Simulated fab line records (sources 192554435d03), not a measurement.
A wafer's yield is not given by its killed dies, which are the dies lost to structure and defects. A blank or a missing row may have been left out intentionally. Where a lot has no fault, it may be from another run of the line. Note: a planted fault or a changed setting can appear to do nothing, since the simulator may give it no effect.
What tool caused it?    flow n5-finfet    Sampling: 24 lots, 72 wafers, 2 of 1938 route steps

## WHAT EACH GAUGE READ, for each wafer
N5_BEOL_M4_RS_MEAS_58: uses a four-point probe to measure.
lot   measured      on             M4_RS (ohm/sq)
L074  day 7 23:49   film-metro-02  0.677 0.711 0.696
L075  day 8 08:26   film-metro-02  0.664 0.706 0.684
L076  day 8 10:42   film-metro-02  0.727 0.666 0.665
L077  day 8 18:25   film-metro-02  0.635 0.673 0.664
L078  day 8 18:56   film-metro-01  0.667 0.641 0.667
L079  day 8 22:34   film-metro-02  0.672 0.636 0.671
L080  day 9 15:39   film-metro-02  0.677 0.698 0.765
L081  day 9 16:11   film-metro-01  0.644 0.699 0.677
L082  day 9 22:36   film-metro-02  0.651 0.647 0.688
L083  day 10 08:15  film-metro-01  0.665 0.633 0.647
L084  day 10 14:38  film-metro-01  0.650 0.683 0.687
L086  day 10 20:37  film-metro-01  0.675 0.678 0.664
L085  day 10 20:56  film-metro-01  0.682 0.650 0.668
L087  day 11 04:09  film-metro-02  0.666 0.680 0.661
L088  day 11 04:26  film-metro-01  0.718 0.704 0.699
L089  day 11 13:05  film-metro-01  0.706 0.730 0.712
L091  day 12 04:37  film-metro-02  0.681 0.674 0.629
L090  day 12 09:43  film-metro-02  0.650 0.649 0.663
L092  day 12 13:55  film-metro-01  0.710 0.758 0.714
L093  day 12 16:23  film-metro-02  0.601 0.634 0.642
L094  day 12 19:54  film-metro-02  0.683 0.673 0.706
L096  day 13 09:12  film-metro-02  0.675 0.687 0.706
L095  day 13 15:46  film-metro-01  0.707 0.685 0.700
L097  day 13 20:12  film-metro-02  0.704 0.692 0.715

## WHICH TOOL RAN EACH LOT (tool, then ch and the chambers of the sampled wafers, then the start)
lot   N5_BEOL_M4_ANNEAL_95
L074  pvd-sputter-02, day 7 22:35
L075  pvd-sputter-03, day 8 07:13
L076  pvd-sputter-02, day 8 09:28
L077  pvd-sputter-03, day 8 17:12
L078  pvd-sputter-02, day 8 17:36
L079  pvd-sputter-01, day 8 21:21
L080  pvd-sputter-03, day 9 14:22
L081  pvd-sputter-01, day 9 14:57
L082  pvd-sputter-02, day 9 21:23
L083  pvd-sputter-01, day 10 06:58
L084  pvd-sputter-03, day 10 13:10
L086  pvd-sputter-03, day 10 19:25
L085  pvd-sputter-01, day 10 19:44
L087  pvd-sputter-02, day 11 02:58
L088  pvd-sputter-01, day 11 03:15
L089  pvd-sputter-01, day 11 11:51
L091  pvd-sputter-03, day 12 03:25
L090  pvd-sputter-01, day 12 08:31
L092  pvd-sputter-01, day 12 12:41
L093  pvd-sputter-01, day 12 15:08
L094  pvd-sputter-02, day 12 18:42
L096  pvd-sputter-02, day 13 07:59
L095  pvd-sputter-01, day 13 14:16
L097  pvd-sputter-01, day 13 18:59
- N5_BEOL_M4_ANNEAL_95: time 240 s.

## WHAT THE TOOLS THEMSELVES READ (means of the sampled wafers that have a number; where no wafer has one, the mark that the record gives instead)
N5_BEOL_M4_ANNEAL_95.
lot   tool            heater-power-w (W)  susceptor-temp-C (C)  susceptor_temp_C_max
L074  pvd-sputter-02  864                 399.80                401.3
L075  pvd-sputter-03  806                 399.94                401.0
L076  pvd-sputter-02  856                 400.10                401.2
L077  pvd-sputter-03  800                 399.90                400.9
L078  pvd-sputter-02  906                 399.95                400.8
L079  pvd-sputter-01  823                 400.18                401.3
L080  pvd-sputter-03  926                 400.30                401.4
L081  pvd-sputter-01  788                 399.90                400.9
L082  pvd-sputter-02  897                 400.02                401.0
L083  pvd-sputter-01  850                 400.06                400.9
L084  pvd-sputter-03  773                 399.84                400.6
L086  pvd-sputter-03  867                 400.01                400.7
L085  pvd-sputter-01  836                 400.08                401.3
L087  pvd-sputter-02  847                 399.97                401.1
L088  pvd-sputter-01  853                 399.92                401.2
L089  pvd-sputter-01  869                 400.03                401.0
L091  pvd-sputter-03  881                 400.03                400.9
L090  pvd-sputter-01  860                 399.79                401.1
L092  pvd-sputter-01  824                 400.04                401.2
L093  pvd-sputter-01  871                 399.94                400.9
L094  pvd-sputter-02  908                 399.79                400.6
L096  pvd-sputter-02  859                 400.05                401.1
L095  pvd-sputter-01  877                 399.91                401.3
L097  pvd-sputter-01  856                 399.89                401.1

## THE ANSWER, worked out from the rows above alone
Rule: the lots themselves supply what counts as usual. The widest of any qualifying gaps counts: lots, ordered by their means at a reading, are off when they make up no more than a third of the lots, leave a main group of 4 or more, and stand apart from it by 3 or more times the standard deviation of that group's means. A main group is skipped when, at the precision printed for the reading in the tables above, its means are all equal. A lot without any number at a reading at which 4 lots or more have one is off too. The other lots that the step has rows for count as sound. Order of review: gauges by route order, followed by the tools' own readings, for which a lot's mean as printed above is used. At the first step where some lot is off, the reading lying furthest off is the one used; lots without a number count as furthest.
No lot is off at any reading shown: from this, nothing can be told.

## WHAT THE SIMULATOR PUT IN
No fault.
